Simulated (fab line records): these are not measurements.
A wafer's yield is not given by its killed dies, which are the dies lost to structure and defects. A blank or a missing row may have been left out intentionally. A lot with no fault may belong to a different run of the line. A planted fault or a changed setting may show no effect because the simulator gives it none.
fab line records ; flow n5Finfet
[record] lots = 6; wafers = 18; lastDay = 17
route steps=1938 shown FIN_CUT@165 STI_FIN_REVEAL@183 BEOL_M4@1111
lots untouched by any fault: they come from a run of this same line in which no faults occurred
startH: hours from the record's opening day to when the first of the lot's shown wafers began ; waitH: hours from the lot's prior step to this one ; " unchanged from the row above ; L1.1+2: a row that stands for several wafers ; - no value, or no start was given ; * or withheld: withheld ; < > ~ a bound
route shown NAME@n: a module of which the file shows steps, and the number in the route of the first ; usual: mean and standard deviation over wafers with no fault ; same: alike in all rows ; chamber/n: place in a boat ; sites: per-site readings ; _std_site: how widely they spread, as a standard deviation ; _edge_site: mean of outer sites minus mean of inner sites ; radiusMm: how far each site lies from the wafer's centre ; mask NAME#n: copy n ; behind: the tool/chamber that last shaped the wafer ; hold: reason for holding the lot/hours on hold/outcome of the hold ; device: transistor that didn't switch, given as n, p or np ; end of line: the tests these same wafers got at the end of their route ; a step without rows: its recipe alone ; killed: count of dies lost to structure and defects at first sort (not the wafer's yield) ; map: per-die view of a wafer (x killed, . not killed, _ where there is no die)
set.NAME: the setting the step ran with; set.NAME@STEP: the setting that earlier step ran with ; model.NAME: the simulator's own value behind a step, which no gauge read
a table for each step, a row for each wafer; lots at some steps of the route
services: a tool's chamber out of use, with start hour (startH, from the record's first day; less than 0 if before it), hours out, and reason
[[steps]]
[step N5_FIN_CUT_INSPECT_10]
[recipe] mode = adi; inspectInstrument = brightfield
[usual] rawDefectCount = 38/11
lot.wafer;tool;chamber;startH;waitH;rawDefectCount
L781.3;defectInspect-02;-;28.78;0.0;43
L781.5;defectInspect-02;-;28.78;0.0;52
L781.6;defectInspect-02;-;28.78;0.0;30
L787.3;defectInspect-01;-;64.78;0.0;31
L787.5;defectInspect-01;-;64.78;0.0;22
L787.6;defectInspect-01;-;64.78;0.0;36
L789.3;defectInspect-01;-;74.98;0.0;36
L789.4;defectInspect-01;-;74.98;0.0;31
L789.5;defectInspect-01;-;74.98;0.0;38
L797.1;defectInspect-02;-;122.53;0.1;19
L797.2;defectInspect-02;-;122.53;0.1;22
L797.3;defectInspect-02;-;122.53;0.1;35
L798.1;defectInspect-02;-;129.43;0.1;41
L798.4;defectInspect-02;-;129.43;0.1;37
L798.6;defectInspect-02;-;129.43;0.1;51
L804.1;defectInspect-02;-;165.90;0.1;65
L804.5;defectInspect-02;-;165.90;0.1;35
L804.6;defectInspect-02;-;165.90;0.1;53
[step N5_FIN_CUT_DESCUM_13]
[recipe] chemistry = O2; timeS = 7; sourcePowerW = 50; biasPowerW = 20; pressureMtorr = 20; rfFrequencyHz = 2.712e+07; tempC = 40; resist = CAR-EUV; o2FlowSccm = 225
[step N5_FIN_CUT_ETCH_30]
[recipe] chemistry = N2/H2; target = underlayer; targetDepthA = 130; maskMaterial = CAR-EUV; timeS = 10.4; ionEnergyEv = 200; pressureMtorr = 30; sourceW = 840; biasW = 150; n2FlowSccm = 200; h2FlowSccm = 200; ends = cleared
[usual] chamberPressureMTorr = 29.997/0.028; drypumpMotorCurrentA = 5.5/0.43; etchRfOnTimeS = 10.4/0.33; oesProductAu = 0.69/0.066; rfVppV = 524.4/2.7; showerheadPlenumPTorr = 2.57/0.1; throttleValvePct = 17.73/0.2
lot.wafer;tool;chamber;startH;waitH;chamberPressureMTorr;drypumpMotorCurrentA;etchRfOnTimeS;oesProductAu;rfHoursCounterH;rfVppV;showerheadPlenumPTorr;throttleValvePct
L781.3;rieDiel-02;1;29.48;0.0;29.997;6.0;10.0;0.72;99;523.0;2.44;17.39
L781.5;rieDiel-02;1;29.48;0.0;30.025;6.0;10.2;0.71;-;522.6;2.44;17.41
L781.6;rieDiel-02;2;29.48;0.0;29.993;5.9;10.9;0.64;-;524.5;2.53;17.86
L787.3;rieDiel-06;1;64.92;0.0;29.999;4.7;10.7;0.60;194;521.6;2.51;17.75
L787.5;rieDiel-06;0;64.92;0.0;29.971;5.7;10.4;0.57;-;523.9;2.61;17.82
L787.6;rieDiel-06;3;64.92;0.0;30.014;5.9;10.3;0.71;-;519.2;2.35;17.38
L789.3;rieDiel-02;0;75.05;0.0;29.999;5.1;10.5;0.66;138;524.8;2.53;17.63
L789.4;rieDiel-02;2;75.05;0.0;29.999;5.9;10.8;0.63;169;523.8;2.52;17.90
L789.5;rieDiel-02;2;75.05;0.0;29.998;5.9;10.7;0.63;-;523.6;2.52;17.89
L797.1;rieDiel-02;1;122.60;0.0;30.007;6.0;10.0;0.69;127;520.7;2.43;17.45
L797.2;rieDiel-02;2;122.60;0.0;30.000;5.9;10.5;0.63;182;522.5;2.52;17.91
L797.3;rieDiel-02;0;122.60;0.0;29.970;5.1;10.2;0.65;151;522.0;2.52;17.65
L798.1;rieDiel-05;1;129.59;0.0;29.977;5.8;10.3;0.78;23;524.7;2.62;18.06
L798.4;rieDiel-05;0;129.59;0.0;30.003;6.0;10.4;0.73;54;525.1;2.59;17.72
L798.6;rieDiel-05;1;129.59;0.0;29.984;5.9;10.3;0.79;-;525.4;2.62;18.06
L804.1;rieDiel-06;1;165.99;0.0;29.984;4.7;10.7;0.57;230;524.1;2.49;17.81
L804.5;rieDiel-06;1;165.99;0.0;30.013;4.7;10.6;0.58;-;522.0;2.49;17.83
L804.6;rieDiel-06;2;165.99;0.0;30.013;5.4;9.7;0.73;-;527.5;2.68;17.69
[step N5_FIN_CUT_ETCH_20]
[recipe] chemistry = CF4; target = SiARC; targetDepthA = 260; maskMaterial = CAR-EUV; timeS = 43.3; ionEnergyEv = 80; pressureMtorr = 40; sourceW = 545; biasW = 36; Ar_flow_sccm = 100; cf4FlowSccm = 100; ends = cleared
[step N5_FIN_CUT_ETCH_21]
[recipe] chemistry = N2/H2; target = SOC; targetDepthA = 2190; overetchA = 438; maskMaterial = SiARC; tempC = 40; ionEnergyEv = 100; biasW = 61; timeS = 523.5; pressureMtorr = 30; sourceW = 850; n2FlowSccm = 200; h2FlowSccm = 200
[step N5_FIN_CUT_STRIP_23]
[recipe] chemistry = N2/H2; tempC = 40; n2FlowSccm = 200; h2FlowSccm = 200; rfFrequencyHz = 6e+07
[step N5_FIN_CUT_STRIP_31]
[recipe] chemistry = N2/H2; tempC = 40; n2FlowSccm = 200; h2FlowSccm = 200; rfFrequencyHz = 6e+07
[step N5_FIN_CUT_STRIP_24]
[recipe] chemistry = CF4; resist = SiARC; powerW = 300; biasPowerW = 75; pressureMtorr = 50; cf4FlowSccm = 150; rfFrequencyHz = 6e+07
[step N5_FIN_CUT_CUT_ETCH_26]
[recipe] chemistry = CH3F/O2; target = SiNx; targetDepthA = 390; maskMaterial = SOC; timeS = 55.7; pressureMtorr = 30; sourceW = 395; biasW = 73; Ar_flow_sccm = 150; CH3F_flow_sccm = 30; O2_flow_sccm = 20; ionEnergyEv = 120
[usual] O2_flow_sccm = 20.00/0.063; chamberPressureMTorr = 30.003/0.028; drypumpMotorCurrentA = 5.5/0.42; oesProductAu = 0.80/0.076; rfVppV = 293/9.4; showerheadPlenumPTorr = 2.02/0.072; throttleValvePct = 16.24/0.14
lot.wafer;tool;chamber;startH;waitH;O2_flow_sccm;chamberPressureMTorr;drypumpMotorCurrentA;oesProductAu;rfHoursCounterH;rfVppV;showerheadPlenumPTorr;throttleValvePct
L781.3;rieDiel-02;1;29.88;0.0;20.02;30.033;6.0;0.83;100;283;1.94;16.06
L781.5;rieDiel-02;1;29.88;0.0;20.09;30.009;6.0;0.84;-;284;1.94;16.05
L781.6;rieDiel-02;2;29.88;0.0;19.93;29.995;5.9;0.75;-;286;1.99;16.40
L787.3;rieDiel-06;1;65.33;0.0;20.02;29.984;4.7;0.70;194;280;1.98;16.39
L787.5;rieDiel-06;0;65.33;0.0;20.10;29.959;5.6;0.68;-;302;2.05;16.41
L787.6;rieDiel-06;3;65.33;0.0;20.16;30.013;5.9;0.83;-;283;1.86;16.01
L789.3;rieDiel-02;0;75.45;0.0;20.04;30.013;5.0;0.78;138;306;2.02;16.35
L789.4;rieDiel-02;2;75.45;0.0;20.04;30.034;5.9;0.74;169;287;1.98;16.42
L789.5;rieDiel-02;2;75.45;0.0;20.04;30.011;5.9;0.75;-;286;1.98;16.41
L797.1;rieDiel-02;1;123.00;0.0;20.01;29.982;6.0;0.79;127;281;1.94;16.09
L797.2;rieDiel-02;2;123.00;0.0;19.96;30.007;5.9;0.74;182;286;1.98;16.44
L797.3;rieDiel-02;0;123.00;0.0;19.98;30.005;5.1;0.76;151;307;2.01;16.38
L798.1;rieDiel-05;1;129.99;0.0;19.85;30.044;5.8;0.92;23;289;2.07;16.37
L798.4;rieDiel-05;0;129.99;0.0;19.96;30.036;6.0;0.85;54;299;2.02;16.17
L798.6;rieDiel-05;1;129.99;0.0;19.95;29.989;5.8;0.92;-;290;2.07;16.38
L804.1;rieDiel-06;1;166.40;0.0;20.02;30.050;4.7;0.68;230;282;1.97;16.48
L804.5;rieDiel-06;1;166.40;0.0;19.92;30.048;4.7;0.67;-;281;1.97;16.44
L804.6;rieDiel-06;2;166.40;0.0;20.12;30.030;5.4;0.83;-;290;2.10;16.21
[step N5_FIN_CUT_CUT_ETCH_27]
[recipe] chemistry = CHF3/O2; target = SiO2; targetDepthA = 40; maskMaterial = SOC; overetchA = 20; timeS = 4.9; pressureMtorr = 30; sourceW = 650; biasW = 170; Ar_flow_sccm = 200; CHF3_flow_sccm = 50; O2_flow_sccm = 5; ionEnergyEv = 200
[usual] O2_flow_sccm = 4.999/0.015; chamberPressureMTorr = 29.999/0.029; drypumpMotorCurrentA = 5.5/0.43; oesProductAu = 0.64/0.058; rfVppV = 515/17; showerheadPlenumPTorr = 2.43/0.082; throttleValvePct = 18.71/0.14
lot.wafer;tool;chamber;startH;waitH;O2_flow_sccm;chamberPressureMTorr;drypumpMotorCurrentA;oesProductAu;rfHoursCounterH;rfVppV;showerheadPlenumPTorr;throttleValvePct
L781.3;rieDiel-02;1;29.92;0.0;4.999;29.963;6.0;0.66;100;497;2.35;18.52
L781.5;rieDiel-02;1;29.92;0.0;5.021;29.966;6.0;0.65;-;497;2.35;18.52
L781.6;rieDiel-02;2;29.92;0.0;4.979;29.986;5.9;0.61;-;501;2.39;18.82
L787.3;rieDiel-06;1;65.37;0.0;5.004;30.021;4.7;0.57;194;494;2.39;18.87
L787.5;rieDiel-06;0;65.37;0.0;4.993;30.010;5.7;0.54;-;530;2.47;18.82
L787.6;rieDiel-06;3;65.37;0.0;4.992;29.961;5.9;0.66;-;499;2.25;18.47
L789.3;rieDiel-02;0;75.50;0.0;5.008;29.984;5.1;0.61;138;541;2.43;18.86
L789.4;rieDiel-02;2;75.50;0.0;5.029;29.960;5.9;0.59;169;502;2.38;18.82
L789.5;rieDiel-02;2;75.50;0.0;4.987;30.047;5.9;0.60;-;501;2.38;18.84
L797.1;rieDiel-02;1;123.04;0.0;5.041;29.997;6.1;0.63;127;496;2.34;18.58
L797.2;rieDiel-02;2;123.04;0.0;4.985;30.025;5.9;0.59;182;502;2.38;18.86
L797.3;rieDiel-02;0;123.04;0.0;5.005;30.022;5.1;0.60;151;542;2.43;18.89
L798.1;rieDiel-05;1;130.03;0.0;4.985;30.059;5.8;0.72;23;510;2.48;18.88
L798.4;rieDiel-05;0;130.03;0.0;5.012;29.999;6.0;0.68;54;529;2.44;18.65
L798.6;rieDiel-05;1;130.03;0.0;4.987;30.012;5.8;0.72;-;510;2.48;18.88
L804.1;rieDiel-06;1;166.44;0.0;5.020;29.987;4.7;0.54;230;494;2.38;18.92
L804.5;rieDiel-06;1;166.44;0.0;5.011;30.017;4.7;0.54;-;495;2.38;18.93
L804.6;rieDiel-06;2;166.44;0.0;4.991;30.038;5.4;0.65;-;511;2.52;18.64
[step N5_FIN_CUT_PRECLEAN_35]
[recipe] timeS = 13.3; tempC = 45; pressureTorr = 125; pHfTorr = 3; pCoreactantTorr = 25; chemistry = vHF
[step N5_FIN_CUT_CUT_ETCH_15]
[recipe] chemistry = HBr/Cl2/O2; target = Si; targetDepthA = 1000; btTimeS = 10; maskMaterial = SOC; timeS = 42.4; ionEnergyEv = *; biasW = *; pressureMtorr = 10; icpW = 800; HBr_flow_sccm = 150; Cl2_flow_sccm = 80; O2_flow_sccm = 12
[usual] O2_flow_sccm = 12.00/0.037; chamberPressureMTorr = 10.000/0.0095; drypumpMotorCurrentA = 5.7/0.53; mfcCl2Sccm = 80.02/0.22; oesProductAu = 0.991/0.015; throttleValvePct = 37.2/0.62
lot.wafer;tool;chamber;startH;waitH;O2_flow_sccm;chamberPressureMTorr;drypumpMotorCurrentA;mfcCl2Sccm;oesProductAu;rfHoursCounterH;throttleValvePct
L781.3;rieSi-03;0;30.07;0.0;12.01;9.987;6.0;80.22;1.007;49;36.5
L781.5;rieSi-03;0;30.07;0.0;12.00;10.006;6.0;80.48;0.998;-;36.5
L781.6;rieSi-03;1;30.07;0.0;12.00;9.994;5.6;79.94;0.969;-;37.5
L787.3;rieSi-06;3;65.58;0.0;12.01;10.000;5.4;79.96;0.982;64;37.9
L787.5;rieSi-06;0;65.58;0.0;12.01;9.999;4.8;80.01;0.982;-;38.0
L787.6;rieSi-06;1;65.58;0.0;12.04;10.003;5.9;79.95;1.008;-;37.1
L789.3;rieSi-03;1;75.64;0.0;11.99;9.998;5.6;80.20;0.967;8;37.5
L789.4;rieSi-03;2;75.64;0.0;11.99;9.997;6.5;80.11;0.978;104;36.4
L789.5;rieSi-03;3;75.64;0.0;11.94;10.010;5.1;79.78;1.004;-;36.7
L797.1;rieSi-03;2;123.19;0.1;12.01;9.996;6.5;79.97;0.963;105;36.5
L797.2;rieSi-03;1;123.19;0.1;12.02;10.003;5.5;80.22;0.975;8;37.5
L797.3;rieSi-03;0;123.19;0.1;12.05;9.993;5.9;79.89;1.010;51;36.4
L798.1;rieSi-03;1;130.54;0.1;12.00;9.999;5.5;80.21;0.968;8;37.5
L798.4;rieSi-03;2;130.54;0.1;11.99;10.002;6.5;80.08;0.973;105;36.4
L798.6;rieSi-03;1;130.54;0.1;12.01;9.999;5.6;79.96;0.965;-;37.5
L804.1;rieSi-06;2;166.59;0.1;11.99;10.003;6.1;79.97;0.988;75;37.9
L804.5;rieSi-06;2;166.59;0.1;11.97;10.002;6.1;80.07;1.000;-;37.9
L804.6;rieSi-06;3;166.59;0.1;12.04;10.005;5.3;79.80;0.984;-;37.9
[step N5_FIN_CUT_CUT_ETCH_28]
[recipe] chemistry = HBr/Cl2/O2; target = Si; targetDepthA = 60; maskMaterial = SOC; timeS = 2.4; ionEnergyEv = *; biasW = *; pressureMtorr = 10; icpW = 800; HBr_flow_sccm = 150; Cl2_flow_sccm = 80; O2_flow_sccm = 12
[usual] O2_flow_sccm = 12.00/0.037; chamberPressureMTorr = 10.002/0.0088; drypumpMotorCurrentA = 5.7/0.53; mfcCl2Sccm = 80.02/0.23; oesProductAu = 0.992/0.015; throttleValvePct = 37.2/0.62
lot.wafer;tool;chamber;startH;waitH;O2_flow_sccm;chamberPressureMTorr;drypumpMotorCurrentA;mfcCl2Sccm;oesProductAu;rfHoursCounterH;throttleValvePct
L781.3;rieSi-03;0;30.13;0.0;11.98;9.997;6.0;79.79;1.002;49;36.5
L781.5;rieSi-03;0;30.13;0.0;11.99;9.993;5.9;79.83;1.008;-;36.4
L781.6;rieSi-03;1;30.13;0.0;12.08;10.007;5.6;79.93;0.978;-;37.5
L787.3;rieSi-06;3;65.63;0.0;12.03;9.992;5.4;79.89;0.983;64;37.9
L787.5;rieSi-06;0;65.63;0.0;12.05;9.994;4.8;80.23;0.985;-;38.0
L787.6;rieSi-06;1;65.63;0.0;11.96;10.016;5.9;79.82;0.996;-;37.1
L789.3;rieSi-03;1;75.70;0.0;12.01;9.995;5.6;80.11;0.980;8;37.5
L789.4;rieSi-03;2;75.70;0.0;11.96;9.998;6.5;79.41;0.973;104;36.4
L789.5;rieSi-03;3;75.70;0.0;11.99;9.998;5.1;80.09;1.001;-;36.7
L797.1;rieSi-03;2;123.25;0.0;12.01;10.011;6.5;80.37;0.970;105;36.4
L797.2;rieSi-03;1;123.25;0.0;11.97;9.989;5.6;80.01;0.972;8;37.5
L797.3;rieSi-03;0;123.25;0.0;11.99;10.001;5.9;79.81;0.999;51;36.5
L798.1;rieSi-03;1;130.59;0.0;11.98;10.003;5.5;80.19;0.976;9;37.5
L798.4;rieSi-03;2;130.59;0.0;11.96;9.995;6.5;80.04;0.968;105;36.5
L798.6;rieSi-03;1;130.59;0.0;11.92;10.003;5.6;80.29;0.973;-;37.5
L804.1;rieSi-06;2;166.64;0.0;11.97;9.990;6.1;80.23;1.001;75;37.9
L804.5;rieSi-06;2;166.64;0.0;11.98;9.992;6.1;80.08;0.998;-;37.9
L804.6;rieSi-06;3;166.64;0.0;11.99;9.997;5.3;80.24;0.985;-;37.9
[step N5_FIN_CUT_STRIP_22]
[recipe] chemistry = N2/H2; powerW = 500; tempC = 40; pressureMtorr = 50; rfFrequencyHz = 6e+07; overashFraction = 0.3; biasPowerW = 8; h2Frac = 0.5; n2FlowSccm = 300; h2FlowSccm = 300
[usual] chamberPressureMTorr = 50.01/0.13; drypumpMotorCurrentA = 5.6/0.43; oesProductAu = 0.80/0.073; rfVppV = 54.0/2.4; showerheadPlenumPTorr = 3.38/0.12; throttleValvePct = 18.8/0.4
lot.wafer;tool;chamber;startH;waitH;chamberPressureMTorr;drypumpMotorCurrentA;oesProductAu;rfHoursCounterH;rfVppV;showerheadPlenumPTorr;throttleValvePct
L781.3;rieDiel-02;0;30.54;0.4;49.89;5.1;0.79;121;55.6;3.35;18.4
L781.5;rieDiel-02;2;30.54;0.4;49.91;5.9;0.75;-;54.8;3.34;18.8
L781.6;rieDiel-02;1;30.54;0.4;50.20;6.1;0.83;-;54.4;3.23;18.6
L787.3;rieDiel-02;2;65.77;0.1;50.04;5.9;0.75;166;53.2;3.33;18.8
L787.5;rieDiel-02;3;65.77;0.1;50.02;5.5;0.76;-;59.4;3.53;19.6
L787.6;rieDiel-02;2;65.77;0.1;50.04;5.9;0.75;-;54.0;3.33;18.8
L789.3;rieDiel-02;1;75.89;0.2;50.21;6.0;0.81;114;56.9;3.22;18.5
L789.4;rieDiel-02;3;75.89;0.2;50.08;5.5;0.75;119;54.2;3.53;19.5
L789.5;rieDiel-02;1;75.89;0.2;49.85;6.1;0.81;-;55.1;3.22;18.6
L797.1;rieDiel-02;1;123.32;0.1;50.07;6.0;0.80;127;50.9;3.22;18.6
L797.2;rieDiel-02;3;123.32;0.1;50.12;5.5;0.75;133;54.0;3.52;19.6
L797.3;rieDiel-02;2;123.32;0.1;49.97;5.9;0.74;182;53.5;3.33;18.8
L798.1;rieDiel-05;1;130.66;0.0;49.84;5.9;0.91;23;56.7;3.45;19.7
L798.4;rieDiel-05;0;130.66;0.0;49.89;6.1;0.84;54;60.9;3.42;18.7
L798.6;rieDiel-05;3;130.66;0.0;50.16;5.2;0.91;-;57.4;3.45;19.1
L804.1;rieDiel-02;1;166.71;0.0;50.14;6.0;0.77;142;51.7;3.21;18.6
L804.5;rieDiel-02;3;166.71;0.0;49.85;5.5;0.74;-;59.8;3.52;19.6
L804.6;rieDiel-02;1;166.71;0.0;49.94;6.0;0.80;-;52.9;3.21;18.6
[step N5_FIN_CUT_PRECLEAN_36]
[recipe] chemistry = O3/DIW; timeS = 60; tempC = 22; o3Ppm = 10
[step N5_FIN_CUT_SRD_32]
[recipe] dry = ipaMarangoni; timeS = 30; tempC = 23; rinseLiquid = diw
[step N5_FIN_CUT_UV_OZONE_34]
[recipe] timeS = 120; pressureTorr = 760; tempC = 25
[step N5_FIN_CUT_INSPECT_17]
[recipe] inspectInstrument = brightfield; mode = aei
[usual] rawDefectCount = 211/62
lot.wafer;tool;chamber;startH;waitH;rawDefectCount
L781.3;defectInspect-01;-;30.70;0.0;222
L781.5;defectInspect-01;-;30.70;0.0;261
L781.6;defectInspect-01;-;30.70;0.0;180
L787.3;defectInspect-01;-;65.94;0.0;174
L787.5;defectInspect-01;-;65.94;0.0;144
L787.6;defectInspect-01;-;65.94;0.0;202
L789.3;defectInspect-02;-;76.05;0.0;242
L789.4;defectInspect-02;-;76.05;0.0;182
L789.5;defectInspect-02;-;76.05;0.0;307
L797.1;defectInspect-01;-;123.48;0.0;847
L797.2;defectInspect-01;-;123.48;0.0;866
L797.3;defectInspect-01;-;123.48;0.0;883
L798.1;defectInspect-01;-;130.82;0.0;964
L798.4;defectInspect-01;-;130.82;0.0;878
L798.6;defectInspect-01;-;130.82;0.0;998
L804.1;defectInspect-01;-;166.87;0.0;273
L804.5;defectInspect-01;-;166.87;0.0;256
L804.6;defectInspect-01;-;166.87;0.0;342
[step N5_STI_FIN_REVEAL_ALD_00]
[recipe] material = SiO2; targetThkA = 10; tempC = 300; aldPrecursorFamily = BDEAS; aldCoReactant = O2-plasma; pulseTimeS = 1; pressureTorr = 2
[step N5_BEOL_M4_RC_MEAS_101]
[usual] DIBL_N = 36.7/2.4; DIBL_P = 37.4/2.9; IOFF_N = 0.18/0.05; IOFF_P = 0.23/0.058; ION_N = 683/16; ION_P = 467/11; SS_N = 71.7/0.77; SS_P = 73.5/0.87; VT_N = 249/4.3; VT_P = -250/4.4
lot.wafer;tool;chamber;startH;waitH;DIBL_N[mV/V];DIBL_P[mV/V];IOFF_N[nA/um];IOFF_P[nA/um];ION_N[uA/um];ION_P[uA/um];SS_N[mV/dec];SS_P[mV/dec];VT_N[mV];VT_P[mV]
L781.3;prober-01;0;157.56;1.1;32.0;32.4;0.11;0.14;674;458;70.4;72.8;254;-257
L781.5;prober-01;0;157.56;1.1;37.2;39.2;0.19;0.25;684;468;72.3;74.5;248;-250
L781.6;prober-01;0;157.56;1.1;34.4;35.6;0.14;0.18;657;453;72.2;73.5;253;-256
L787.3;prober-01;0;201.35;0.3;40.9;42.0;0.29;0.40;689;475;72.6;74.5;239;-238
L787.5;prober-01;0;201.35;0.3;39.0;39.7;0.23;0.32;693;478;72.0;73.5;243;-244
L787.6;prober-01;0;201.35;0.3;35.2;34.7;0.16;0.21;698;479;70.9;73.2;247;-249
L789.3;prober-01;0;209.47;0.3;37.0;36.5;0.18;0.28;679;475;72.0;73.5;248;-245
L789.4;prober-01;0;209.47;0.3;36.1;35.1;0.17;0.25;673;469;72.0;72.9;249;-246
L789.5;prober-01;0;209.47;0.3;40.5;41.1;0.28;0.37;700;476;72.8;74.9;243;-242
L797.1;prober-01;0;258.88;0.0;39.3;40.9;0.21;0.28;704;478;72.0;73.9;249;-247
L797.2;prober-01;0;258.88;0.0;33.3;34.3;0.10;0.17;646;453;70.5;72.6;257;-253
L797.3;prober-01;0;258.88;0.0;39.0;41.1;0.20;0.28;682;467;72.2;73.9;247;-249
L798.1;prober-02;0;259.90;0.0;35.4;37.9;0.16;0.23;691;478;71.3;73.9;251;-249
L798.4;prober-02;0;259.90;0.0;38.4;41.0;0.21;0.27;692;470;71.8;73.8;248;-248
L798.6;prober-02;0;259.90;0.0;34.6;37.0;0.14;0.21;663;463;70.9;73.5;253;-249
L804.1;prober-02;0;300.75;0.0;39.2;41.2;0.25;0.27;742;491;72.1;73.9;240;-246
L804.5;prober-02;0;300.75;0.0;35.5;35.9;0.14;0.17;669;446;70.9;72.1;249;-254
L804.6;prober-02;0;300.75;0.0;38.0;39.7;0.21;0.23;699;470;71.5;73.7;247;-252
[[services]]
tool;chamber;startH;hours;kind
rieDiel-06;-;9.88;15.6;pm
rieDiel-05;1;13.54;-;clean
rieDiel-05;1;13.54;-;consumableReplace:esc
rieDiel-05;1;13.54;-;consumableReplace:focusRing
rieDiel-05;1;13.54;24.2;scheduledDown
rieDiel-05;1;13.54;24.2;ventCycle
rieDiel-05;-;24.05;28.1;pm
rieDiel-02;3;33.27;5.6;repair
rieDiel-02;1;40.12;7.8;repair
rieDiel-02;-;44.13;2.8;pm
rieSi-03;2;48.12;6.6;repair
rieDiel-05;0;73.14;6.9;repair
rieDiel-02;2;79.85;2.1;repair
rieSi-03;1;96.87;2.1;repair
rieSi-03;1;103.80;9.2;repair
rieDiel-06;0;110.30;-;clean
rieDiel-06;0;110.30;-;consumableReplace:focusRing
rieDiel-06;0;110.30;20.4;scheduledDown
rieDiel-06;0;110.30;20.4;ventCycle
rieDiel-02;3;135.96;8.7;repair
rieSi-03;0;155.76;9.3;repair
rieSi-06;3;158.52;4.5;repair
[[key]]
[firstSign] step = N5_FIN_CUT_INSPECT_17; reading = rawDefectCount; direction = up; sigmas = 11; usual = 211; struck = 906
effect none on later readings
metAt N5_FIN_CUT_CUT_ETCH_28
struckWafers L797.1,L797.2,L797.3,L798.1,L798.4,L798.6
rowsEnd L797.1,L797.2,L797.3,L798.1,L798.4,L798.6
onsetBetween 75.70 123.25
alsoFits N5_FIN_CUT_CUT_ETCH_15:rieSi-03
[fault] kind = chamberParticleSource; tool = rieSi-03; chamber = -; onsetH = 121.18; steps = N5_FIN_CUT_CUT_ETCH_28; ratePerVisitCm2 = 1.1211
// rowsEnd: these wafers met a further fault down the route, and their rows from its step on are left out
